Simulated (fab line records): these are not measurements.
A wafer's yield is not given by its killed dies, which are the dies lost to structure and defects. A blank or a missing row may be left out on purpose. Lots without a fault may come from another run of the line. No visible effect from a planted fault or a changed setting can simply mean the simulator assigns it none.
8D (eight disciplines) problem report, filled in by code	flow nandHarc	the parts of the form that need people (team, actions taken, sign-off) are left out

== 1. PROBLEM STATEMENT ==
Mean of killedAtArray at NHARC_END_SORT_01: 675 across 3 wafers in 2 lots; on wafers with no fault it is 26 (standard deviation 10). Measured from the usual mean, that is +65 standard deviations.
Seen first at day 22 10:38 on prober-01, wafer L677.1. Wafers with a number at this step in the record: 6, from 2 lots. By rule, "out" or "out of limits" means more than 4 standard deviations away from the usual mean. The rest of the wafers with a number are treated as sound.

== 2. WHAT IT IS, AND WHAT IT ISN'T ==
question	is	is not
which readings at this step	killedAtArray, killedDies	killedAtOther, killedAtPeriphery, killedOpen, killedShort
which lots	L677, L681	-
which wafers of those lots	L677.1, L677.6, L681.5	L677.3, L681.2, L681.4
read on which gauges	prober-01	-
when	from day 22 10:38	up to then (0 sound wafers); but 3 sound wafers of L677, L681 came after

== 3. SUSPECTS, AND WHAT RULES EACH OUT ==
Counting: any tool at a process step up to the reading remains a suspect provided it ran every lot that is out. Sound lots after the first of them don't rule it out here, since some wafers of a struck lot are sound.
- the gauge at NHARC_END_SORT_01: kept. All the wafers that are out were read on prober-01, and no step on other tools shows them out.
- cvdW-01 at NHARC_A_WL_FILL_CVD_03 (deposits W, target thk 40 nm, time 3302 s): kept. It ran every lot that is out, first L677 (day 18 00:34).
- Within cvdW-01 at NHARC_A_WL_FILL_CVD_03: the wafers that are out ran in chamber 0; their sound lot-mates ran in chamber 1.
What counting leaves: cvdW-01 at NHARC_A_WL_FILL_CVD_03 and prober-01 at NHARC_END_SORT_01.

== 4. THE CAUSE (what the simulator had put in) ==
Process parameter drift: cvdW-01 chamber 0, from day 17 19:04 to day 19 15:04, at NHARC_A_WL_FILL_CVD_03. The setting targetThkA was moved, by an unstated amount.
After counting, 2 suspects remain, this tool included.

== 5. THE EFFECT CHAIN, in route order ==
Rows list readings where the struck wafers' mean (over those with a number) sits beyond 3 standard deviations from the usual. Only readings whose record carries a usual standard deviation are examined. hours: median over the lots of the time between each lot's start at the first step of this table that gives one and its start at this step. sigmas: the change, counted in usual standard deviations.
hours	step	reading	usual	on struck wafers	change	sigmas
0	NHARC_END_SORT_01	killedAtArray	26	675	+649	+65
0	NHARC_END_SORT_01	killedDies	30	677	+647	+59

== 6. HOW IT WOULD HAVE BEEN CAUGHT EARLIER ==
The first out-of-limits reading at a measuring or inspecting step in this record came at day 22 10:38, 112 hours after the fault's start at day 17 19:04.
An alarm limit of 4 standard deviations would not have fired on the tool readings at NHARC_A_WL_FILL_CVD_03 for which the record gives a usual standard deviation, since none of them was out on any struck wafer.
Each of the lots that are out, 2 in all, had begun NHARC_A_WL_FILL_CVD_03 on cvdW-01 no later than day 22 10:38. None of them would have been spared by holding the tool at that moment.
